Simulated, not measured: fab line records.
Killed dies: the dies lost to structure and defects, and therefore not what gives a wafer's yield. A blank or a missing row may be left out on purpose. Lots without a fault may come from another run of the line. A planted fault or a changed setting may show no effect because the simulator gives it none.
Chamber matching | flow n5-finfet | rie-diel-06 running N5_BEOL_M1_STRIP_19: 4 sister chambers
The step strips in O2. 22 wafers are shown with their chamber, then 11 later ones without.

== WAFERS WITH THEIR CHAMBER ==
wafer  | chamber | drypump-motor-current-A (A) | showerhead-plenum-p-Torr (Torr) | throttle-valve-pct (%)
L076.2 | 3       | 5.8                         | 2.04                            | 16.78
L076.3 | 0       | 6.2                         | 2.08                            | 16.53
L076.5 | 3       | 5.8                         | 2.04                            | 16.79
L077.1 | 3       | 5.9                         | 2.04                            | 16.80
L077.4 | 1       | 5.2                         | 2.04                            | 16.62
L077.5 | 0       | 6.2                         | 2.08                            | 16.53
L081.1 | 0       | 6.2                         | 2.07                            | 16.55
L081.4 | 1       | 5.3                         | 2.04                            | 16.62
L081.5 | 2       | 6.6                         | 2.07                            | 16.94
L082.1 | 2       | 6.6                         | 2.07                            | 16.92
L082.5 | 3       | 5.8                         | 2.04                            | 16.83
L082.6 | 2       | 6.6                         | 2.07                            | 16.92
L084.2 | 1       | 5.2                         | 2.04                            | 16.62
L084.3 | 0       | 6.2                         | 2.07                            | 16.55
L084.5 | 2       | 6.6                         | 2.07                            | 16.92
L087.4 | 2       | 6.6                         | 2.07                            | 16.94
L087.5 | 0       | 6.2                         | 2.07                            | 16.57
L087.6 | 1       | 5.2                         | 2.04                            | 16.64
L089.3 | 2       | 6.6                         | 2.07                            | 16.93
L089.4 | 1       | 5.2                         | 2.04                            | 16.63
L089.6 | 0       | 6.2                         | 2.07                            | 16.57
L088.1 | 0       | 6.2                         | 2.07                            | 16.56

SIGNATURES, as means of the wafers listed above
reading                  | chamber 0 | chamber 1 | chamber 2 | chamber 3 | scatter within a chamber
drypump-motor-current-A  | 6.200     | 5.220     | 6.600     | 5.825     | 0.0293
showerhead-plenum-p-Torr | 2.0729    | 2.0400    | 2.0700    | 2.0400    | 0.00282
throttle-valve-pct       | 16.5514   | 16.6260   | 16.9283   | 16.8000   | 0.0147
Rule: distance of a wafer from a chamber = root of the sum over the readings of ((wafer's reading minus chamber's mean) / reading's scatter) squared. The wafer belongs to the nearest chamber; if the next one is less than 2 further off, it can't be placed. The scatter: take each reading less its chamber's mean, square it, sum over the shown wafers, divide by the number of wafers less the number of chambers, and take the root.

== WAFERS WHOSE CHAMBER IS MISSING ==
wafer  | drypump-motor-current-A (A) | showerhead-plenum-p-Torr (Torr) | throttle-valve-pct (%)
L088.4 | 6.6                         | 2.07                            | 16.95
L088.6 | 6.6                         | 2.07                            | 16.94
L091.2 | 5.8                         | 2.03                            | 16.82
L091.3 | 6.2                         | 2.07                            | 16.58
L091.4 | 5.2                         | 2.04                            | 16.64
L096.2 | 5.8                         | 2.03                            | 16.88
L096.4 | 5.8                         | 2.03                            | 16.85
L096.6 | 5.2                         | 2.03                            | 16.66
L097.1 | 5.8                         | 2.02                            | 16.88
L097.2 | 6.6                         | 2.06                            | 16.51
L097.5 | 6.6                         | 2.06                            | 16.52

== WHICH CHAMBER EACH ONE RAN IN ==
wafer  | from the rows above | in truth
L088.4 | 2                   | 2
L088.6 | 2                   | 2
L091.2 | 3                   | 3
L091.3 | 0                   | 0
L091.4 | 1                   | 1
L096.2 | 3                   | 3
L096.4 | 3                   | 3
L096.6 | 1                   | 1
L097.1 | 3                   | 3
L097.2 | 0                   | 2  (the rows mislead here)
L097.5 | 0                   | 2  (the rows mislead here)
Placed correctly: 9 of 11. Can't be placed from these rows: 0. Placed wrongly: 2.
